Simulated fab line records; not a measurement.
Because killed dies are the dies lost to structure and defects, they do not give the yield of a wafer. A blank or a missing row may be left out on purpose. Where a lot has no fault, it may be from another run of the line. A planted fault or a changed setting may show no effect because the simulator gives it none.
Chamber matching / flow n5Finfet / aldSin-03 running N5_GATE_CUT_SAC_CAP_01: 4 sister chambers
The step material SiNx, target thk 24 nm, pulse time 1 s, ald cycles 480. 18 wafers are shown with their chamber, then 9 later ones without.

== WAFERS, EACH WITH ITS CHAMBER ==
wafer=L078.2; chamber=3; heaterPowerW (W)=823; precursorPulseHeightRel=0.999
wafer=L078.4; chamber=2; heaterPowerW (W)=909; precursorPulseHeightRel=0.986
wafer=L078.5; chamber=0; heaterPowerW (W)=751; precursorPulseHeightRel=0.997
wafer=L080.1; chamber=3; heaterPowerW (W)=819; precursorPulseHeightRel=1.012
wafer=L080.2; chamber=0; heaterPowerW (W)=718; precursorPulseHeightRel=1.003
wafer=L080.6; chamber=2; heaterPowerW (W)=884; precursorPulseHeightRel=1.007
wafer=L084.1; chamber=1; heaterPowerW (W)=738; precursorPulseHeightRel=1.048
wafer=L084.3; chamber=2; heaterPowerW (W)=874; precursorPulseHeightRel=0.990
wafer=L084.4; chamber=3; heaterPowerW (W)=829; precursorPulseHeightRel=0.983
wafer=L089.2; chamber=2; heaterPowerW (W)=902; precursorPulseHeightRel=0.955
wafer=L089.4; chamber=1; heaterPowerW (W)=729; precursorPulseHeightRel=1.003
wafer=L089.6; chamber=1; heaterPowerW (W)=757; precursorPulseHeightRel=1.002
wafer=L090.1; chamber=2; heaterPowerW (W)=886; precursorPulseHeightRel=0.990
wafer=L090.5; chamber=2; heaterPowerW (W)=880; precursorPulseHeightRel=1.017
wafer=L090.6; chamber=3; heaterPowerW (W)=823; precursorPulseHeightRel=1.018
wafer=L092.2; chamber=3; heaterPowerW (W)=811; precursorPulseHeightRel=0.982
wafer=L092.5; chamber=3; heaterPowerW (W)=834; precursorPulseHeightRel=0.983
wafer=L092.6; chamber=2; heaterPowerW (W)=879; precursorPulseHeightRel=1.023

SIGNATURES (averages over the wafers above)
reading=heaterPowerW; chamber 0=734.50; chamber 1=741.33; chamber 2=887.71; chamber 3=823.17; scatter within a chamber=12.7
reading=precursorPulseHeightRel; chamber 0=1.00000; chamber 1=1.01767; chamber 2=0.99543; chamber 3=0.99617; scatter within a chamber=0.0204
Rule: a wafer's distance from a chamber is the root of the sum, over the readings, of the square of ((its reading less the chamber's mean) divided by the reading's scatter). The wafer belongs to the nearest chamber; if the next one is less than 2 further off, it can't be placed. How the scatter is found: for the shown wafers, subtract from each reading the mean of its chamber, square and add these, divide the total by (wafers less chambers), then take the root.

== WAFERS MISSING THEIR CHAMBER ==
wafer=L094.4; heaterPowerW (W)=737; precursorPulseHeightRel=0.972
wafer=L094.5; heaterPowerW (W)=714; precursorPulseHeightRel=1.001
wafer=L094.6; heaterPowerW (W)=753; precursorPulseHeightRel=0.961
wafer=L095.1; heaterPowerW (W)=882; precursorPulseHeightRel=1.000
wafer=L095.5; heaterPowerW (W)=747; precursorPulseHeightRel=0.997
wafer=L095.6; heaterPowerW (W)=760; precursorPulseHeightRel=0.979
wafer=L096.1; heaterPowerW (W)=818; precursorPulseHeightRel=0.996
wafer=L096.2; heaterPowerW (W)=724; precursorPulseHeightRel=0.988
wafer=L096.3; heaterPowerW (W)=746; precursorPulseHeightRel=1.011

== CHAMBER TAKEN BY EACH ==
wafer=L094.4; from the rows above=can't be placed: 0 or 1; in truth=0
wafer=L094.5; from the rows above=can't be placed: 0 or 1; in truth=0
wafer=L094.6; from the rows above=can't be placed: 0 or 1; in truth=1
wafer=L095.1; from the rows above=2; in truth=2
wafer=L095.5; from the rows above=can't be placed: 0 or 1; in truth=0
wafer=L095.6; from the rows above=can't be placed: 0 or 1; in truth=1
wafer=L096.1; from the rows above=3; in truth=3
wafer=L096.2; from the rows above=can't be placed: 0 or 1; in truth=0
wafer=L096.3; from the rows above=can't be placed: 1 or 0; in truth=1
Correctly placed: 2 of 9. Not placeable from these rows: 7 (in 7, the candidates include the true chamber). Placed wrongly: 0.
